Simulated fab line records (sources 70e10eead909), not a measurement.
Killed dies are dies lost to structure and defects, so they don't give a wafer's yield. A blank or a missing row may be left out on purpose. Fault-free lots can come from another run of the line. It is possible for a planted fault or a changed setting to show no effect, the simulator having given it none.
Matching of chambers + flow nand_harc + NHARC_A_STAIRCASE_DEP_325 on pecvd-01 has 3 sister chambers
The step deposits SiO2, target thk 3800 nm. 6 wafers are shown with their chamber, then 8 later ones without.

WAFERS PAIRED WITH THEIR CHAMBERS
| wafer  | chamber | heater_power_w (W) |
|--------|---------|--------------------|
| L083.5 | 2       | 542                |
| L087.3 | 2       | 680                |
| L090.1 | 0       | 825                |
| L090.3 | 1       | 792                |
| L090.6 | 0       | 708                |
| L093.1 | 1       | 692                |

WAFERS MISSING THEIR CHAMBER
| wafer  | heater_power_w (W) |
|--------|--------------------|
| L093.3 | 843                |
| L093.4 | 644                |
| L091.1 | 731                |
| L091.5 | 692                |
| L091.6 | 704                |
| L097.1 | 745                |
| L097.3 | 816                |
| L097.5 | 529                |

THE CHAMBER EACH PASSED THROUGH
| wafer  | from the rows above          | in truth |
|--------|------------------------------|----------|
| L093.3 | can't be placed: 0 or 1 or 2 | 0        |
| L093.4 | can't be placed: 2 or 1 or 0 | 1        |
| L091.1 | can't be placed: 1 or 0 or 2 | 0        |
| L091.5 | can't be placed: 1 or 0 or 2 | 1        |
| L091.6 | can't be placed: 1 or 0 or 2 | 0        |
| L097.1 | can't be placed: 1 or 0 or 2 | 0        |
| L097.3 | can't be placed: 0 or 1 or 2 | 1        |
| L097.5 | can't be placed: 2 or 1 or 0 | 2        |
Correctly placed: 0 of 8. These rows do not allow placing 8 (true chamber among the candidates in 8). 0 placed wrongly.
How it was worked out, from the rows above alone: a wafer's distance from a chamber is the root of the sum, over the readings, of the square of ((its reading less the chamber's mean) divided by the reading's scatter). If the next closest chamber is less than 2 further off than the closest, the wafer can't be placed; otherwise it belongs to the closest. For every chamber, the mean is computed from those of its wafers that are shown. How the scatter is found: for the shown wafers, subtract from each reading the mean of its chamber, square and add these, divide the total by (wafers less chambers), then take the root.
